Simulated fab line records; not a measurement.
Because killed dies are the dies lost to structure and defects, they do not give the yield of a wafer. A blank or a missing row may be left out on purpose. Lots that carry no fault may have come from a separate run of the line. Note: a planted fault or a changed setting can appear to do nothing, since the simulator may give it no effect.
Chamber matching | flow n5 finfet | pecvd-01 running N5_BEOL_M14_ILD_DEP_00: 3 sister chambers
The step deposits SiO2 from TEOS/O2, target thk 1119.3 nm, time 237.4 s. 6 wafers are shown with their chamber, then 8 later ones without.

WAFERS WITH THEIR CHAMBER
wafer  | chamber | throttle valve pct (%) | heater power w (W)
L091.5 | 2       | 18.7                   | 401
L091.6 | 1       | 19.6                   | 517
L093.2 | 2       | 18.5                   | 540
L093.3 | 1       | 19.6                   | 666
L093.4 | 0       | 20.2                   | 403
L095.2 | 0       | 19.8                   | 484

WAFERS WITH NO CHAMBER GIVEN
wafer  | throttle valve pct (%) | heater power w (W)
L095.5 | 19.9                   | 514
L095.6 | 19.4                   | 688
L094.3 | 18.7                   | 450
L094.4 | 19.7                   | 653
L094.6 | 18.6                   | 509
L096.4 | 19.9                   | 396
L096.5 | 19.3                   | 630
L096.6 | 18.6                   | 532

THE CHAMBER EACH PASSED THROUGH
wafer  | from the rows above     | in truth
L095.5 | can't be placed: 0 or 1 | 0
L095.6 | 1                       | 1
L094.3 | 2                       | 2
L094.4 | can't be placed: 1 or 0 | 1
L094.6 | 2                       | 2
L096.4 | can't be placed: 0 or 1 | 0
L096.5 | 1                       | 1
L096.6 | 2                       | 2
Correct placement for 5 of the 8. Unplaceable from these rows: 3, with the true chamber sitting among the candidates in 3. Wrongly placed: 0.
How it was worked out, from the rows above alone: a wafer's distance from a chamber is the root of the sum, over the readings, of the square of ((its reading less the chamber's mean) divided by the reading's scatter). The wafer belongs to the nearest chamber; if the next one is less than 2 further off, it can't be placed. A chamber's mean is the mean of its shown wafers. The scatter: take each reading less its chamber's mean, square it, sum over the shown wafers, divide by the number of wafers less the number of chambers, and take the root.
